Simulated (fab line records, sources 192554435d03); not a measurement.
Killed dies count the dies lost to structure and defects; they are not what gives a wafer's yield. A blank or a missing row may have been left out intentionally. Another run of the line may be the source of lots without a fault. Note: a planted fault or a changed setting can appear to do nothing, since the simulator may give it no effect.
Split-lot study :: flow n5-finfet :: route with 1938 steps; 7 lots, 21 wafers read

## ON THE SPLIT
At N5_SDB_ETCH_18 (etches SOC in N2/H2, target depth 100 nm, overetch 20 nm, time 150 s), the setting time-s was moved away from the recipe's 150 s on 6 of the 21 wafers read, by -20.8% to +21.7%. This setting was run at the recipe's value on the other wafers.

The split's own step is where the reading is taken.

## THE READING
SiARC_of_SDB_COAT_04.thk-nm (the simulator's own value, which no gauge read), in nm, at N5_SDB_ETCH_18 (etches SOC in N2/H2, target depth 100 nm, overetch 20 nm, time 150 s). There is no usual value for it anywhere in the file. The 15 wafers here that ran the recipe average 12.8 nm, standard deviation 0.1 nm.

wafer: L079.1
tool, chamber at the split: rie-diel-05, 1,3
time-s as run, s: 150
against the recipe: recipe
SiARC_of_SDB_COAT_04.thk-nm, nm: 12.8
against lot-mates on the recipe: -

wafer: L079.5
tool, chamber at the split: rie-diel-05, 1,3
time-s as run, s: 150
against the recipe: recipe
SiARC_of_SDB_COAT_04.thk-nm, nm: 12.8
against lot-mates on the recipe: -

wafer: L079.2
tool, chamber at the split: rie-diel-05, 0
time-s as run, s: 150
against the recipe: recipe
SiARC_of_SDB_COAT_04.thk-nm, nm: 13
against lot-mates on the recipe: -

wafer: L081.2
tool, chamber at the split: rie-diel-05, 3,0,2
time-s as run, s: 150
against the recipe: recipe
SiARC_of_SDB_COAT_04.thk-nm, nm: 12.8
against lot-mates on the recipe: -

wafer: L081.3
tool, chamber at the split: rie-diel-05, 3,0,2
time-s as run, s: 150
against the recipe: recipe
SiARC_of_SDB_COAT_04.thk-nm, nm: 12.8
against lot-mates on the recipe: -

wafer: L081.6
tool, chamber at the split: rie-diel-05, 3,0,2
time-s as run, s: 150
against the recipe: recipe
SiARC_of_SDB_COAT_04.thk-nm, nm: 12.8
against lot-mates on the recipe: -

wafer: L083.4
tool, chamber at the split: rie-diel-01, 2
time-s as run, s: 150
against the recipe: recipe
SiARC_of_SDB_COAT_04.thk-nm, nm: 12.8
against lot-mates on the recipe: -

wafer: L083.5
tool, chamber at the split: rie-diel-01, 2
time-s as run, s: 150
against the recipe: recipe
SiARC_of_SDB_COAT_04.thk-nm, nm: 12.8
against lot-mates on the recipe: -

wafer: L083.6
tool, chamber at the split: rie-diel-01, 1
time-s as run, s: 168.4
against the recipe: +12.3%
SiARC_of_SDB_COAT_04.thk-nm, nm: 12
against lot-mates on the recipe: -0.8

wafer: L089.1
tool, chamber at the split: rie-diel-04, 1
time-s as run, s: 150
against the recipe: recipe
SiARC_of_SDB_COAT_04.thk-nm, nm: 12.6
against lot-mates on the recipe: -

wafer: L089.4
tool, chamber at the split: rie-diel-04, 2,0
time-s as run, s: 150
against the recipe: recipe
SiARC_of_SDB_COAT_04.thk-nm, nm: 12.8
against lot-mates on the recipe: -

wafer: L089.6
tool, chamber at the split: rie-diel-04, 2,0
time-s as run, s: 150
against the recipe: recipe
SiARC_of_SDB_COAT_04.thk-nm, nm: 12.8
against lot-mates on the recipe: -

wafer: L091.1
tool, chamber at the split: rie-diel-04, 0,3
time-s as run, s: 179.3
against the recipe: +19.5%
SiARC_of_SDB_COAT_04.thk-nm, nm: 12
against lot-mates on the recipe: no lot-mate on the recipe

wafer: L091.3
tool, chamber at the split: rie-diel-04, 0,3
time-s as run, s: 179.3
against the recipe: +19.5%
SiARC_of_SDB_COAT_04.thk-nm, nm: 12
against lot-mates on the recipe: no lot-mate on the recipe

wafer: L091.4
tool, chamber at the split: rie-diel-04, 3
time-s as run, s: 179.3
against the recipe: +19.5%
SiARC_of_SDB_COAT_04.thk-nm, nm: 11.8
against lot-mates on the recipe: no lot-mate on the recipe

wafer: L094.1
tool, chamber at the split: rie-diel-04, 1
time-s as run, s: 182.5
against the recipe: +21.7%
SiARC_of_SDB_COAT_04.thk-nm, nm: 11.6
against lot-mates on the recipe: -1.2

wafer: L094.4
tool, chamber at the split: rie-diel-04, 1,3
time-s as run, s: 150
against the recipe: recipe
SiARC_of_SDB_COAT_04.thk-nm, nm: 12.8
against lot-mates on the recipe: -

wafer: L094.6
tool, chamber at the split: rie-diel-04, 1,3
time-s as run, s: 150
against the recipe: recipe
SiARC_of_SDB_COAT_04.thk-nm, nm: 12.8
against lot-mates on the recipe: -

wafer: L095.1
tool, chamber at the split: rie-diel-04, 3
time-s as run, s: 150
against the recipe: recipe
SiARC_of_SDB_COAT_04.thk-nm, nm: 13
against lot-mates on the recipe: -

wafer: L095.3
tool, chamber at the split: rie-diel-04, 0
time-s as run, s: 118.8
against the recipe: -20.8%
SiARC_of_SDB_COAT_04.thk-nm, nm: 14
against lot-mates on the recipe: +1.2

wafer: L095.6
tool, chamber at the split: rie-diel-04, 1
time-s as run, s: 150
against the recipe: recipe
SiARC_of_SDB_COAT_04.thk-nm, nm: 12.6
against lot-mates on the recipe: -
When a row names more than one chamber, that row covers several wafers, and the file does not tell which wafer ran in which chamber.

THE FIT
A straight line over all 21 wafers: SiARC_of_SDB_COAT_04.thk-nm changes by -0.0512 nm for each +1% of time-s; r = -0.97; the points scatter about the line by 0.12 nm.
The same after taking each lot's own level away (the mean of its wafers on the recipe; 18 wafers): -0.0577 nm for each +1%; r = -0.98; scatter 0.095 nm.
The reading moves by 1.3 nm for the largest change in time-s, on that fit.
Across the lots, their own levels run from 12.73 to 12.87 nm, a range of 1.3 times the standard deviation given above.
So the lot-to-lot level changes the slope: the two fits differ.
Check: for one of the wafers moved furthest among these (+21.7%), held out of the fit, the line's prediction against its lot-mates is -1.3 nm. Against them it came out at -1.2 nm.

## THE OTHER SPLITS THESE WAFERS WENT THROUGH
Other splits were also applied to these wafers ahead of the reading. Each is held against what the fit with the lots' levels taken away leaves over:
other split on the same wafers: N5_SD_EPI_N_DEVELOP_08 develop-time-s
wafers away from the commonest value: 5
r with SiARC_of_SDB_COAT_04.thk-nm (lot level and that fit taken away): -0.34

other split on the same wafers: N5_SD_EPI_N_EPI_21 time-s
wafers away from the commonest value: 6
r with SiARC_of_SDB_COAT_04.thk-nm (lot level and that fit taken away): -0.35

other split on the same wafers: N5_SDB_COAT_05 spin-rpm
wafers away from the commonest value: 8
r with SiARC_of_SDB_COAT_04.thk-nm (lot level and that fit taken away): +0.21

## THE FILE'S OWN FIT
SiARC_of_SDB_COAT_04.thk-nm changes by -0.0577 nm for each +1% of time-s, r = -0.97.
